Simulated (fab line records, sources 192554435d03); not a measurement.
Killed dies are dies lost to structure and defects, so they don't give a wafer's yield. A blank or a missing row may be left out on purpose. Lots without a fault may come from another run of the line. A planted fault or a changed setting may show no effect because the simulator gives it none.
A struck lot beside a sound one | flow n5_finfet | 19 steps out of a route of 1938
Sound: wafers L296.3, L296.4, L296.5. Struck: wafers L299.1, L299.4, L299.5. The cause comes at the end.
At each step with rows: each side's tool, then ch and its chambers, then its first start. Under that, the readings that differ: sound wafers | struck wafers | difference of the means | sigmas: that difference in standard deviations of wafers without a fault.
alike: readings whose means differ by less than 2 such deviations, and words and numbers that are the same on both sides. not compared: withheld readings, readings that some wafer has no value for, bounds like >300 that may hide the same value, and numbers for which the record gives no deviation and whose values overlap.
The two part at a step that has a row with sigmas, a row that says differs or no value, or rows on one side only. Numbers that don't overlap but have no deviation are shown without sigmas and don't part them. A reading that every wafer of one side lacks parts them only if that side has two wafers or more.

first, 9 steps without rows for these wafers: N5_BEOL_M4_COAT_76 (time 60 s, resist thk 5 nm); N5_BEOL_M4_COAT_22 (resist thk 30 nm); N5_BEOL_M4_EBR_24; N5_BEOL_M4_SOFTBAKE_23 (time 60 s); N5_BEOL_M4_EXPOSE_25 (exposes mask V3, defocus 5 nm); N5_BEOL_M4_PEB_26 (peb time 60 s); N5_BEOL_M4_DEVELOP_27 (develop time 30 s); N5_BEOL_M4_DESCUM_33 (chemistry O2, time 7 s); N5_BEOL_M4_ETCH_77 (etches underlayer in N2/H2, target depth 6.5 nm, time 5.2 s).
N5_BEOL_M4_ETCH_69: etches SiARC in CF4, target depth 15.6 nm, time 26 s.
  sound on rie_diel-01 ch 0,1,2, day 10 20:57; struck on rie_diel-06 ch 1,2, day 11 08:29
  no value came back on the struck wafers for any of 8 readings (bias_w (W), cf4_flow_sccm (sccm) and others); on the sound wafers bias_w (W) reads 36.10 36.10 36.13
  reading                                      | sound        | struck         | difference | sigmas
  model.CAR-EUV_of_BEOL_M4_COAT_22.thk_nm (nm) | 11 11.2 11.4 | 20.6 20.2 20.6 | +9.3       |
  not compared: rf_hours_counter_h
then, 1 step without rows for these wafers: N5_BEOL_M4_ALD_98 (deposits SiO2, target thk 2.5 nm, pulse time 1 s, co reactant pulse time 1 s).
N5_BEOL_M4_ETCHBACK_99: etches SiO2 in CHF3, target depth 5 nm, time 10.4 s.
  sound on rie_diel-06 ch 2,3, day 10 22:24; struck on rie_diel-06 ch 0,1,3, day 11 08:56
  reading                                      | sound          | struck         | difference | sigmas
  oes_product_au (a.u.)                        | 0.80 0.72 0.80 | 0.31 0.28 0.36 | -0.46      | -6
  model.CAR-EUV_of_BEOL_M4_COAT_22.thk_nm (nm) | 10.4 10.6 10.6 | 19.8 19.4 19.8 | +9.1       |
  alike: drypump_motor_current_A, rf_vpp_V, showerhead_plenum_p_Torr, throttle_valve_pct
  not compared: rf_hours_counter_h
N5_BEOL_M4_ETCH_70: etches SOC in N2/H2, target depth 80 nm, overetch 24 nm, time 130 s.
  sound on rie_diel-06 ch 2,3, day 10 22:26; struck on rie_diel-06 ch 0,1,3, day 11 08:59
  reading               | sound          | struck         | difference | sigmas
  oes_product_au (a.u.) | 0.61 0.53 0.61 | 0.32 0.28 0.36 | -0.26      | -5
  alike: bias_w, chamber_pressure_mTorr, drypump_motor_current_A, rf_vpp_V, showerhead_plenum_p_Torr, throttle_valve_pct
  not compared: rf_hours_counter_h
then, 2 steps without rows for these wafers: N5_BEOL_M4_STRIP_71 (strips in N2/H2); N5_BEOL_M4_STRIP_78 (strips in N2/H2).
N5_BEOL_M4_VIA_ETCH_34: etches the open film in C4F6/O2, target depth 69.4 nm, time 65.9 s.
  sound on rie_diel-06 ch 2,3, day 10 22:32; struck on rie_diel-06 ch 0,1,3, day 11 09:05
  reading               | sound          | struck         | difference | sigmas
  oes_product_au (a.u.) | 0.81 0.71 0.81 | 0.31 0.28 0.36 | -0.46      | -6
  alike: C4F6_flow_sccm, O2_flow_sccm, drypump_motor_current_A, rf_vpp_V, showerhead_plenum_p_Torr, throttle_valve_pct
  not compared: rf_hours_counter_h
then, 1 step without rows for these wafers: N5_BEOL_M4_STRIP_83 (strips in C4F6/O2).
N5_BEOL_M4_RC_MEAS_101:
  the record has rows for the sound wafers here (prober-02 ch 0, day 11 02:47) and none for the struck ones
-- the record jumps here: 4 days lie between the struck wafers' starts before and after (it left off in module BEOL_M4 and takes up again in module PASSIVATION, whose first step shown is number 1936 of the route) --
N5_PASSIVATION_PROBE_49:
  sound on prober-01, day 15 06:32; struck on prober-01, day 15 18:06
  reading                  | sound          | struck         | difference | sigmas
  defect_limited_yield (%) | 88.4 91.0 86.7 | 0 0 0          | -89        | -52
  killed_at_M4_up          | 16 18 28       | 1057 1092 1092 | +1060      | +99 or more
  killed_at_front_end      | 58 52 72       | 50 26 39       | -22        | -2
  killed_dies              | 137 106 157    | 1180 1180 1180 | +1047      | +52
  killed_on_rim            | 16 11 20       | 152 152 152    | +136       | +33
  sort_bin_5_function (%)  | 7.7 5.7 7.5    | 95.3 96.5 97.5 | +89.5      | +81
  sort_n_pass              | 1043 1074 1023 | 0 0 0          | -1047      | -52
  sort_yield_pct (%)       | 88.4 91.0 86.7 | 0 0 0          | -89        | -52
  alike: killed_at_M0_to_M3, killed_at_contacts, killed_at_other, killed_open, killed_short, sort_bin_6_memory, sort_bin_8_speed

WHERE THEY PART
First at N5_BEOL_M4_ETCH_69; last, within this record, at N5_PASSIVATION_PROBE_49.

WHY: what the simulator had put in
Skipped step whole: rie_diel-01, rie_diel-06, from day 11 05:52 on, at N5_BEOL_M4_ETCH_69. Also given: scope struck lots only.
